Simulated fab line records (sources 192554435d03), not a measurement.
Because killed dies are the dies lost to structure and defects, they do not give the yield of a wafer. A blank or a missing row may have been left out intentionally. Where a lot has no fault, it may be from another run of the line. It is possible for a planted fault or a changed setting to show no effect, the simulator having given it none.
Comparing a struck lot with a sound one || flow n5_finfet || 18 out of 1938 route steps
Sound: these wafers, L659.2, L659.3, L659.4. Struck: wafers L665.2, L665.4, L665.5. The cause comes at the end.
For every step that has rows: the tool of each side, followed by ch and its chambers, followed by its first start. Under that, the readings that differ: sound wafers || struck wafers || difference of the means || sigmas: that difference in standard deviations of wafers without a fault.
alike: readings with means less than 2 such deviations apart, plus words and numbers identical on both sides. not compared: withheld readings, readings lacking a value on some wafer, bounds such as >300 that could conceal the same value, and numbers that have no deviation in the record and whose values overlap.
A row with sigmas, a row that says differs or no value, or rows on one side alone: a step with any of these is where the two part. When numbers do not overlap yet have no deviation, they are printed without sigmas and do not part them. A reading missing from all wafers of one side parts the sides only when that side holds two or more wafers.

N5_BEOL_M11_ETCH_61: etches SiARC in CF4, target depth 39 nm, time 65 s.
  sound on rie_diel-04 ch 1,2,3, day 11 02:22; struck on rie_diel-01 ch 0,3, day 12 19:32
  alike: chamber_pressure_mTorr, drypump_motor_current_A, etch_rf_on_time_s, oes_product_au, rf_vpp_V, showerhead_plenum_p_Torr, throttle_valve_pct
  not compared: rf_hours_counter_h
N5_BEOL_M11_ETCH_62: etches SOC in N2/H2, target depth 110 nm, overetch 22 nm, time 165 s.
  sound on rie_diel-04 ch 1,2,3, day 11 02:25; struck on rie_diel-01 ch 0,3, day 12 19:35
{"reading": "rf_vpp_V (V)", "sound": "527.7 525.8 525.3", "struck": "520.9 521.8 523.3", "difference": -4.3, "sigmas": -2}
  alike: chamber_pressure_mTorr, drypump_motor_current_A, oes_product_au, showerhead_plenum_p_Torr, throttle_valve_pct
  not compared: rf_hours_counter_h
then, 1 step without rows for these wafers: N5_BEOL_M11_STRIP_68 (strips in N2/H2).
N5_BEOL_M11_STRIP_67: strips in CF4.
  sound on rie_diel-04 ch 1,2,3, day 11 02:33; struck on rie_diel-01 ch 0,3, day 12 19:43
  alike: chamber_pressure_mTorr, drypump_motor_current_A, oes_product_au, power_w, rf_vpp_V, showerhead_plenum_p_Torr, throttle_valve_pct
  not compared: rf_hours_counter_h
N5_BEOL_M11_HM_OPEN_17: chemistry Cl2/BCl3, target TiN, target depth 20 nm, overetch 6 nm.
  sound on rie_metal-03 ch 0,1, day 11 02:35; struck on rie_metal-01 ch 0,1, day 12 19:46
  alike: chamber_pressure_mTorr, drypump_motor_current_A, oes_product_au, throttle_valve_pct
  not compared: rf_hours_counter_h
N5_BEOL_M11_STRIP_19: strips in O2.
  sound on rie_diel-05 ch 0,1,2, day 11 02:44; struck on rie_diel-05 ch 0,2, day 12 19:52
  alike: chamber_pressure_mTorr, drypump_motor_current_A, oes_product_au, rf_vpp_V, showerhead_plenum_p_Torr, throttle_valve_pct
  not compared: rf_hours_counter_h
N5_BEOL_M11_CD_MEAS_18: pitch 140 nm, target cd 70 nm.
  sound on cd_sem-01, day 11 02:49; struck on cd_sem-02, day 12 19:57
  alike: cd_nm
then, 5 steps without rows for these wafers: N5_BEOL_M11_COAT_63 (time 60 s, resist thk 100 nm); N5_BEOL_M11_COAT_64 (time 60 s, resist thk 30 nm); N5_BEOL_M11_COAT_22 (resist thk 90 nm); N5_BEOL_M11_EBR_24; N5_BEOL_M11_SOFTBAKE_23 (time 60 s).
N5_BEOL_M11_EXPOSE_25: exposes mask V10.
  sound on arfi_scanner-01 ch 0, day 11 04:14; struck on arfi_scanner-01 ch 0, day 12 21:29
{"reading": "exposure_dose_mJ_cm2", "sound": "85.48 85.47 85.32", "struck": "79.46 79.52 79.43", "difference": -5.95, "sigmas": -74}
  alike: mask, focus_offset_nm
then, 2 steps without rows for these wafers: N5_BEOL_M11_PEB_26 (peb time 60 s); N5_BEOL_M11_DEVELOP_27 (develop time 30 s).
N5_BEOL_M11_CD_MEAS_28 targets a cd of 70 nm.
  sound on cd_sem-02 ch 0, day 11 04:22; struck on cd_sem-01 ch 0, day 12 21:37
{"reading": "cd_nm (nm)", "sound": "69.9 70.2 71.6", "struck": "64.6 64.3 64.6", "difference": -6.1, "sigmas": -5}
N5_BEOL_M11_OVL_MEAS_29:
  sound on overlay-01 ch 0, day 11 04:23; struck on overlay-02 ch 0, day 12 21:38
  alike: V10_OVL
N5_PASSIVATION_PROBE_49:
  record: rows for the struck wafers here (prober-02, day 14 18:00), none for the sound ones

## WHERE THEY PART
Earliest at N5_BEOL_M11_ETCH_62; latest, in this record, at N5_PASSIVATION_PROBE_49.

WHY: whatever the simulator had introduced
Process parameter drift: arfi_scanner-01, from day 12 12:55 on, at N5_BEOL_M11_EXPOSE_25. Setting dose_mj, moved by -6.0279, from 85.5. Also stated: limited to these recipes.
